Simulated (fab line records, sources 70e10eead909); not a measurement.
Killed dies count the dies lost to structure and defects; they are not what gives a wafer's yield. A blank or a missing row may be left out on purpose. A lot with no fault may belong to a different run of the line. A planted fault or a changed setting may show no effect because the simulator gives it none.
Chamber matching + flow nandHarc + 4 sister chambers for NHARC_THIN_TSV_CMP_21 on cmp-01
The step polishes, t overpolish 30 s, target thk 2000 nm. 4 wafers are shown with their chamber, then 7 later ones without.

## WAFERS, EACH WITH ITS CHAMBER
| wafer  | chamber | motorCurrentA (A) |
|--------|---------|-------------------|
| L509.2 | 2       | 11.6              |
| L511.2 | 0       | 13.8              |
| L513.3 | 3       | 10.8              |
| L513.5 | 1       | 12.3              |

## WAFERS MISSING THEIR CHAMBER
| wafer  | motorCurrentA (A) |
|--------|-------------------|
| L513.6 | 12.2              |
| L516.1 | 12.1              |
| L516.2 | 11.3              |
| L516.5 | 13.0              |
| L529.1 | 12.3              |
| L529.3 | 13.9              |
| L529.4 | 10.4              |

## CHAMBER TAKEN BY EACH
| wafer  | from the rows above     | in truth |
|--------|-------------------------|----------|
| L513.6 | can't be placed: 1 or 2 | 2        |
| L516.1 | can't be placed: 1 or 2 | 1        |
| L516.2 | can't be placed: 2 or 3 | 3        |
| L516.5 | can't be placed: 1 or 0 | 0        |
| L529.1 | 1                       | 1        |
| L529.3 | 0                       | 0        |
| L529.4 | 3                       | 3        |
Correctly placed: 3 of 7. From these rows, 4 cannot be placed; in 4 the true chamber is one of the candidates. Wrongly placed: 0.
How it was worked out, from the rows above alone: a wafer's distance from a chamber is the root of the sum, over the readings, of the square of ((its reading less the chamber's mean) divided by the reading's scatter). If the next closest chamber is less than 2 further off than the closest, the wafer can't be placed; otherwise it belongs to the closest. For every chamber, the mean is computed from those of its wafers that are shown. The scatter: root of mean squared gap, hidden wafer to nearest shown wafer, with one shown wafer a chamber.
